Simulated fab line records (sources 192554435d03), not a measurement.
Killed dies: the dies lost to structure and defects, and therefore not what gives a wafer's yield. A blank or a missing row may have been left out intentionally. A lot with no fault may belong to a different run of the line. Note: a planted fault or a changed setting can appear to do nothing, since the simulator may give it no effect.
fab line records + flow n5Finfet
[record]
- lots = 4
- wafers = 12
- lastDay = 16
route steps=1938 shown BEOL_M6@1256 BEOL_M7@1263 PASSIVATION@1936
lots untouched by any fault: they come from a run of this same line in which no faults occurred
startH: the number of hours between the record's first day and the start of the first shown wafer of the lot + waitH: hours elapsed since this lot's preceding step + " the same as in the row above + L1.1+2: several wafers, shown together as one row + - no value, or no start given + * or withheld: withheld + < > ~ a bound
route shown NAME@n: a module of which the file shows steps, and the number in the route of the first + usual: mean/standard deviation taken from wafers without a fault + same: alike in all rows + chamber/n: place in a boat + sites: the reading at each site + _std_site: standard deviation across them + _edge_site: outer sites' mean less inner sites' + radiusMm: for every site, how far away it sits from the centre of the wafer + mask NAME#n: copy n + behind: tool/chamber where the wafer was last shaped + hold: reason for holding the lot/hours on hold/outcome of the hold + device: transistor that didn't switch, given as n, p or np + end of line: the route-end tests of the same wafers + a step without rows: its recipe alone + killed: not the wafer's yield, but the dies lost to structure and defects at the first sort + map: a wafer's dies, x killed, . not, _ none there
set.NAME: the setting that was run; set.NAME@STEP: the one run at that earlier step + model.NAME: the simulator's own value behind a step, which no gauge read
lots at some steps of the route; a table a step, a row a wafer
services: a tool's chamber out of use, with start hour (startH, from the record's first day; less than 0 if before it), hours out, and reason
[[steps]]
[step N5_BEOL_M6_ANNEAL_51]
[recipe]
- tempC = 225
- timeS = 90
- ambient = N2
[step N5_BEOL_M6_CMP_52]
[recipe]
- stopOn = SiCOH_lowk
- tOverpolishS = 6.9
- downForcePsi = 1
- platenRpm = 50
- clearingPlatenDownForcePsi = 1.5
- clearingPlatenRpm = 50
- postCmpClean = cuAlkaline
- targetThkNm = 80
- clearingPlatenPadVelocityMS = 0.99484
- padVelocityMS = 0.99484
[step N5_BEOL_M6_PRE_CLEAN_55]
[recipe]
- gas = NH3
- timeS = 15
- tempC = withheld
- rfPowerW = 300
[step N5_BEOL_M6_DEP_56]
[recipe]
- material = SiCN
- targetThkA = 100
- tempC = withheld
- precursor = 3MS/NH3
- pressureTorr = 3
- rfW = 202
- timeS = 17.5
[step N5_BEOL_M7_ILD_DEP_00]
[recipe]
- material = SiCOH_lowk
- targetThkA = 1797.5
- tempC = 300
- precursor = DEMS/porogen
- pressureTorr = 5
- rfW = 500
- timeS = 33.4
[step N5_BEOL_M7_CURE_74]
[recipe]
- tempC = 385
- timeS = 240
- ambient = He/Ar
- material = SiCOH_lowk
[step N5_BEOL_M7_PECVD_70]
[recipe]
- material = SiO2
- targetThkA = 200
- tempC = 400
- precursor = TEOS/O2
- pressureTorr = 5.5
- rfW = 450
- teosFlowSccm = 53.8
- gas = O2
- flowSccm = 3000
- timeS = 22.7
[step N5_BEOL_M7_HM_DEP_02]
[recipe]
- material = TiN
- targetThkA = 200
- tempC = 25
- chamberPressurePa = 0.49996
[step N5_BEOL_M7_COAT_59]
[recipe]
- resist = SOC
- tempC = 250
- timeS = 60
- spinRpm = 1500
- resistThkNm = 100
[usual]
- exhaustPa = 44.8/0.88
- spinSpeedRpm = 1499.9/1
[same]
- timeS = 60
| lot.wafer | tool          | chamber | startH | waitH | exhaustPa | spinSpeedRpm | model.SOC_of_BEOL_M7_COAT_59.thkNm |
|-----------|---------------|---------|--------|-------|-----------|--------------|------------------------------------|
| L940.1    | lithoTrack-05 | 0       | 262.07 | 0.1   | 44.9      | 1499.8       | 99.8                               |
| L940.4    | "             | 0       | "      | "     | 44.0      | 1500.0       | 100                                |
| L940.5    | "             | 0       | "      | "     | 45.0      | 1498.4       | 100.2                              |
| L943.1    | lithoTrack-03 | 0       | 280.48 | 0.1   | 44.5      | 1499.2       | 100.4                              |
| L943.3    | "             | 0       | "      | "     | 45.4      | 1499.9       | 100.2                              |
| L943.4    | "             | 0       | "      | "     | 44.0      | 1500.0       | 100.4                              |
| L945.1    | lithoTrack-05 | 0       | 286.90 | 0.1   | 45.6      | 1668.6       | 95.4                               |
| L945.3    | "             | 0       | "      | "     | 44.8      | 1670.9       | 95.4                               |
| L945.4    | "             | 0       | "      | "     | 45.0      | 1670.2       | 95.4                               |
| L944.2    | lithoTrack-05 | 0       | 287.78 | 0.1   | 45.3      | 1668.3       | 95.6                               |
| L944.3    | "             | 0       | "      | "     | 45.0      | 1668.0       | 95.4                               |
| L944.4    | "             | 0       | "      | "     | 45.2      | 1671.4       | 95.4                               |
[step N5_BEOL_M7_COAT_60]
[recipe]
- resist = SiARC
- tempC = 220
- timeS = 60
- spinRpm = 1500
- resistThkNm = 35
[step N5_BEOL_M7_COAT_05]
[recipe]
- resist = CAR-ArF
- spinRpm = 1500
- resistThkNm = 90
[step N5_BEOL_M7_EBR_07]
[recipe]
- solvent = PGMEA
- ebrWidthMm = 1.5
[step N5_BEOL_M7_SOFTBAKE_06]
[recipe]
- tempC = 110
- timeS = 60
- resist = CAR-ArF
[step N5_BEOL_M7_EXPOSE_08]
[recipe]
- maskId = M7
- na = 1.35
- sourceShape = dipole
- sigmaInner = 0.817
- sigmaOuter = 0.97
- polarization = te
- doseMj = 68.25
[step N5_BEOL_M7_PEB_09]
[recipe]
- pebTempC = withheld
- pebTimeS = 60
- resist = CAR-ArF
[step N5_BEOL_M7_DEVELOP_10]
[recipe]
- developTimeS = 30
- developer = TMAH
- resist = CAR-ArF
- rinseLiquid = diw
- dry = airSpin
- devTempC = 23
[step N5_BEOL_M7_DESCUM_16]
[recipe]
- chemistry = O2
- timeS = 7.9
- sourcePowerW = 50
- biasPowerW = 20
- pressureMtorr = 20
- rfFrequencyHz = 2.712e+07
- tempC = 40
- resist = CAR-ArF
- o2FlowSccm = 225
[step N5_BEOL_M7_ETCH_61]
[recipe]
- chemistry = CF4
- target = SiARC
- targetDepthA = 455
- maskMaterial = CAR-ArF
- timeS = 75.8
- ionEnergyEv = 80
- pressureMtorr = 40
- sourceW = 545
- biasW = 36
- Ar_flow_sccm = 100
- cf4FlowSccm = 100
- ends = cleared
[step N5_BEOL_M7_ETCH_62]
[recipe]
- chemistry = N2/H2
- target = SOC
- targetDepthA = 1100
- overetchA = 220
- maskMaterial = SiARC
- tempC = 40
- timeS = 165
- ionEnergyEv = 200
- pressureMtorr = 30
- sourceW = 840
- biasW = 150
- n2FlowSccm = 200
- h2FlowSccm = 200
[usual]
- drypumpMotorCurrentA = 5.6/0.31
- h2FlowSccm = 200.0/0.52
- oesProductAu = 0.64/0.044
- rfVppV = 520.6/2.7
- showerheadPlenumPTorr = 2.43/0.093
- tempC = 39.99/0.11
- throttleValvePct = 17.76/0.23
[same]
- timeS = 165
| lot.wafer | tool       | chamber | startH | waitH | drypumpMotorCurrentA | h2FlowSccm | oesProductAu | rfHoursCounterH | rfVppV | showerheadPlenumPTorr | tempC | throttleValvePct | model.etch.depthNm |
|-----------|------------|---------|--------|-------|----------------------|------------|--------------|-----------------|--------|-----------------------|-------|------------------|--------------------|
| L940.1    | rieDiel-01 | 3       | 263.76 | 0.1   | 5.5                  | 200.1      | 0.62         | 175             | 516.0  | 2.33                  | 39.81 | 17.92            | 99.81              |
| L940.4    | "          | 3       | "      | "     | 5.6                  | 199.9      | 0.62         | -               | 517.2  | 2.33                  | 39.80 | 17.93            | 99.9               |
| L940.5    | "          | 3       | "      | "     | 5.5                  | 199.8      | 0.63         | -               | 516.6  | 2.33                  | 39.80 | 17.93            | 100.2              |
| L943.1    | rieDiel-03 | 2       | 281.05 | 0.0   | 5.4                  | 200.2      | 0.64         | 163             | 516.6  | 2.34                  | 39.97 | 17.70            | 100.5              |
| L943.3    | "          | 1       | "      | "     | 6.1                  | 199.5      | 0.71         | 72              | 522.4  | 2.47                  | 39.98 | 17.70            | 100.1              |
| L943.4    | "          | 0       | "      | "     | 5.5                  | 199.3      | 0.63         | 166             | 518.8  | 2.33                  | 39.90 | 17.93            | 100.3              |
| L945.1    | rieDiel-04 | 3       | 287.45 | 0.0   | 6.0                  | 199.9      | 0.62         | 162             | 521.1  | 2.44                  | 40.08 | 17.68            | 95.39              |
| L945.3    | "          | 0       | "      | "     | 5.2                  | 200.8      | 0.78         | 11              | 522.3  | 2.49                  | 40.04 | 17.43            | 95.41              |
| L945.4    | "          | 0       | "      | "     | 5.2                  | 200.8      | 0.78         | -               | 523.1  | 2.49                  | 40.01 | 17.45            | 95.5               |
| L944.2    | rieDiel-03 | 2       | 288.35 | 0.0   | 5.4                  | 200.3      | 0.62         | 165             | 519.0  | 2.33                  | 39.95 | 17.69            | 95.68              |
| L944.3    | "          | 3       | "      | "     | 5.3                  | 200.3      | 0.57         | 232             | 519.8  | 2.40                  | 40.06 | 17.96            | 95.38              |
| L944.4    | "          | 3       | "      | "     | 5.3                  | 200.2      | 0.58         | -               | 518.9  | 2.40                  | 39.95 | 17.94            | 95.41              |
[step N5_BEOL_M7_STRIP_68]
[recipe]
- chemistry = N2/H2
- tempC = 40
- n2FlowSccm = 200
- h2FlowSccm = 200
- rfFrequencyHz = 6e+07
[step N5_BEOL_M7_STRIP_67]
[recipe]
- chemistry = CF4
- resist = SiARC
- powerW = 300
- biasPowerW = 75
- pressureMtorr = 50
- cf4FlowSccm = 150
- rfFrequencyHz = 6e+07
[step N5_BEOL_M7_HM_OPEN_17]
[recipe]
- chemistry = Cl2/BCl3
- targetDepthA = 200
- overetchA = 60
- target = TiN
- maskMaterial = SOC
- ionEnergyEv = 150
- pressureMtorr = 10
- icpW = 1000
- biasW = 126
- Cl2_flow_sccm = 53.25
- bcl3FlowSccm = 21.75
- Ar_flow_sccm = 25
[usual]
- drypumpMotorCurrentA = 5.7/0.58
- oesProductAu = 0.67/0.11
- throttleValvePct = 22.06/0.2
| lot.wafer | tool        | chamber | startH | waitH | drypumpMotorCurrentA | oesProductAu | rfHoursCounterH | throttleValvePct | model.SOC_of_BEOL_M7_COAT_59.thkNm |
|-----------|-------------|---------|--------|-------|----------------------|--------------|-----------------|------------------|------------------------------------|
| L940.1    | rieMetal-01 | 0       | 264.03 | 0.0   | 6.8                  | 0.66         | 40              | 21.85            | 91.8                               |
| L940.4    | "           | 1       | "      | "     | 5.2                  | 0.80         | -               | 22.08            | 92                                 |
| L940.5    | "           | 0       | "      | "     | 6.8                  | 0.66         | -               | 21.84            | 92.4                               |
| L943.1    | rieMetal-01 | 1       | 281.24 | 0.0   | 5.2                  | 0.80         | 4               | 22.10            | 92.6                               |
| L943.3    | "           | 0       | "      | "     | 6.8                  | 0.66         | -               | 21.86            | 92.2                               |
| L943.4    | "           | 1       | "      | "     | 5.2                  | 0.80         | -               | 22.08            | 92.4                               |
| L945.1    | rieMetal-03 | 1       | 287.64 | 0.0   | 5.7                  | 0.77         | 3               | 22.01            | 87.6                               |
| L945.3    | "           | 0       | "      | "     | 5.4                  | 0.53         | -               | 22.45            | 87.6                               |
| L945.4    | "           | 1       | "      | "     | 5.7                  | 0.78         | -               | 22.00            | 87.8                               |
| L944.2    | rieMetal-01 | 1       | 288.54 | 0.0   | 5.2                  | 0.79         | 5               | 22.09            | 87.8                               |
| L944.3    | "           | 0       | "      | "     | 6.8                  | 0.67         | -               | 21.85            | 87.6                               |
| L944.4    | "           | 1       | "      | "     | 5.2                  | 0.80         | -               | 22.09            | 87.6                               |
[step N5_BEOL_M7_STRIP_19]
[recipe]
- chemistry = O2
- powerW = 400
- tempC = 40
- pressureMtorr = 30
- rfFrequencyHz = 6e+07
- biasPowerW = 0
- overashFraction = 0.2
- o2FlowSccm = 225
[step N5_PASSIVATION_PROBE_49]
[usual]
- defectLimitedYield = 91.1/1.5
- killed_at_M0_to_M3 = 36/11
- killed_at_M4_up = 13/5
- killedAtContacts = 13/5
- killedAtFrontEnd = 40/12
- killedAtOther = 3.3/2.3
- killedDies = 106/17
- killedOpen = 70/13
- killedShort = 34/7.6
- sort_bin_5_function = 5.3/0.96
- sort_bin_6_memory = 3.3/0.66
- sortNPass = 1074/17
- sortYieldPct = 91.1/1.5
[same]
- grossDies = 1180
- killedAtBackSide = 0
- sort_bin_4_leakage[%] = 0
- sort_bin_8_speed[%] = 0
| lot.wafer | tool      | chamber | startH | waitH | defectLimitedYield[%] | killed_at_M0_to_M3 | killed_at_M4_up | killedAtContacts | killedAtFrontEnd | killedAtOther | killedDies | killedOpen | killedShort | sort_bin_5_function[%] | sort_bin_6_memory[%] | sortNPass | sortYieldPct[%] |
|-----------|-----------|---------|--------|-------|-----------------------|--------------------|-----------------|------------------|------------------|---------------|------------|------------|-------------|------------------------|----------------------|-----------|-----------------|
| L944.3    | prober-01 | -       | 380.72 | 0.1   | 89.6                  | 34                 | 26              | 13               | 49               | 1             | 123        | 82         | 41          | 6.9                    | 3.3                  | 1057      | 89.6            |
// killed by level:class
L944.3 BEOL_M0_SAQP:geometricParticle:open=14 BEOL_M4:geometricParticle:open=13 BEOL_M0_SAQP:geometricParticle:short=13 FIN_SAQP:geometricParticle:open=11 MOL_CONTACT_COAG:geometricParticle:open=9 DUMMY_GATE:geometricParticle:open=6 GATE_CUT:geometricParticle:short=6 FIN_SAQP:geometricParticle:short=5
[[services]]
| tool        | chamber | startH | hours | kind                         |
|-------------|---------|--------|-------|------------------------------|
| rieMetal-03 | 1       | 239.36 | 5.0   | repair                       |
| rieMetal-03 | 1       | 244.78 | -     | clean                        |
| rieMetal-03 | 1       | 244.78 | 18.0  | scheduledDown                |
| rieMetal-03 | 1       | 244.78 | 18.0  | ventCycle                    |
| rieMetal-01 | -       | 251.04 | 0.7   | repair                       |
| rieDiel-04  | -       | 254.83 | 0.1   | repair                       |
| rieDiel-01  | 2       | 256.39 | 8.1   | repair                       |
| rieDiel-01  | 1       | 260.87 | 12.6  | repair                       |
| rieDiel-04  | 1       | 281.16 | -     | clean                        |
| rieDiel-04  | 1       | 281.16 | -     | consumableReplace:focusRing  |
| rieDiel-04  | 1       | 281.16 | -     | consumableReplace:showerhead |
| rieDiel-04  | 1       | 281.16 | 22.7  | scheduledDown                |
| rieDiel-04  | 1       | 281.16 | 22.7  | ventCycle                    |
| rieDiel-03  | 1       | 285.68 | 6.9   | repair                       |
[[key]]
[firstSign]
- step = N5_BEOL_M7_COAT_59
- reading = spinSpeedRpm
- direction = up
- sigmas = 99+
- usual = *
- struck = *
effect none on later readings
[modelEffect]
- step = N5_BEOL_M7_COAT_59
- value = SOC_of_BEOL_M7_COAT_59.thkNm
- without = 100.7
- struck = 95.43
[modelEffect]
- step = N5_BEOL_M7_ETCH_62
- value = etch.depthNm
- without = 100.7
- struck = 95.46
[modelEffect]
- step = N5_BEOL_M7_HM_OPEN_17
- value = SOC_of_BEOL_M7_COAT_59.thkNm
- without = 92.87
- struck = 87.67
metAt N5_BEOL_M7_COAT_59
struckWafers L944.2,L944.3,L944.4,L945.1,L945.3,L945.4
onsetBetween 262.07 286.90
[fault]
- kind = processParameterDrift
- tool = lithoTrack-05
- chamber = -
- onsetH = 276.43
- steps = N5_BEOL_M7_COAT_59
- channel = spinRpm
- offset = *
- shape = step
- endH = 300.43
- actsIn = *
- stated = *
